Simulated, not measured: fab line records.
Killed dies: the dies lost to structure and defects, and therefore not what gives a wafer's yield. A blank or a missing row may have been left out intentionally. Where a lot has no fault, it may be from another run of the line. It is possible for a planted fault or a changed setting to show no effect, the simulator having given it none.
Which tool did it?    flow nand_harc    7 lots, 21 wafers sampled, at 5 steps of a route of 1302

WHAT THE GAUGES READ, wafer by wafer
NHARC_END_SORT_01.
lot   measured      on         defect_limited_yield (%)
L725  day 29 12:03  prober-01  0 91.0 90.5

TOOL THAT RAN EACH LOT (tool first, then ch and the chambers of the sampled wafers, then the start)
lot   NHARC_A_BONDPAD_PVD_27                   NHARC_A_BONDPAD_ECD_18          NHARC_THIN_TSV_DEP_47            NHARC_THIN_TSV_CMP_21
L715  pvd_sputter-01, day 24 03:19 or earlier  ecd_cu-01 ch 0,1, day 24 03:19  pecvd-01 ch 0,1, day 24 16:47    cmp-04 ch 0,3, day 24 19:15
L717  pvd_sputter-03, day 25 11:44 or earlier  ecd_cu-01 ch 0,1, day 25 11:44  pecvd-01 ch 0,1,2, day 26 04:52  cmp-01 ch 0,2,3, day 26 07:38
L719  pvd_sputter-02, day 26 13:15 or earlier  ecd_cu-02 ch 0,1, day 26 13:15  pecvd-03 ch 0,2, day 27 04:20    cmp-01 ch 0,1,2, day 27 06:46
L724  pvd_sputter-01, day 27 21:46 or earlier  ecd_cu-01 ch 0,1, day 27 21:46  pecvd-03 ch 0,1,2, day 28 13:19  cmp-04 ch 1,2, day 28 15:52
L725  pvd_sputter-01, day 28 02:21 or earlier  ecd_cu-01 ch 0,1, day 28 02:21  pecvd-01 ch 1,2, day 28 20:10    cmp-02 ch 1,2, day 28 22:41
L732  pvd_sputter-03, day 31 07:07 or earlier  ecd_cu-02 ch 0,1, day 31 07:07  pecvd-04 ch 1,2, day 32 04:26    cmp-01 ch 0,2,3, day 32 06:59
L733  pvd_sputter-01, day 31 22:05 or earlier  ecd_cu-01 ch 1, day 31 22:05    pecvd-04 ch 0,2, day 32 17:27    cmp-04 ch 0,2,3, day 32 19:55
- NHARC_A_BONDPAD_PVD_27: deposits Cu, target thk 30 nm, time 20.49 s.
- NHARC_A_BONDPAD_ECD_18: material Cu, target thk 400 nm.
- NHARC_THIN_TSV_DEP_47: deposits SiO2, target thk 200 nm.
- NHARC_THIN_TSV_CMP_21: polishes, t overpolish 30 s, target thk 2000 nm.

THE ANSWER, worked out from the rows above alone
Rule: the usual values come from the lots themselves. The widest of any qualifying gaps counts: lots, ordered by their means at a reading, are off when they make up no more than a third of the lots, leave a main group of 4 or more, and stand apart from it by 3 or more times the standard deviation of that group's means. The tables above print the reading to a certain number of digits; a main group whose means all agree to those digits is not used. Also off: a lot with no number at a reading for which 4 or more lots have one. Where the step has rows for the other lots, those lots are counted as sound.
None of the lots is off at any reading shown; this tells nothing.

WHAT HAD BEEN PUT IN BY THE SIMULATOR
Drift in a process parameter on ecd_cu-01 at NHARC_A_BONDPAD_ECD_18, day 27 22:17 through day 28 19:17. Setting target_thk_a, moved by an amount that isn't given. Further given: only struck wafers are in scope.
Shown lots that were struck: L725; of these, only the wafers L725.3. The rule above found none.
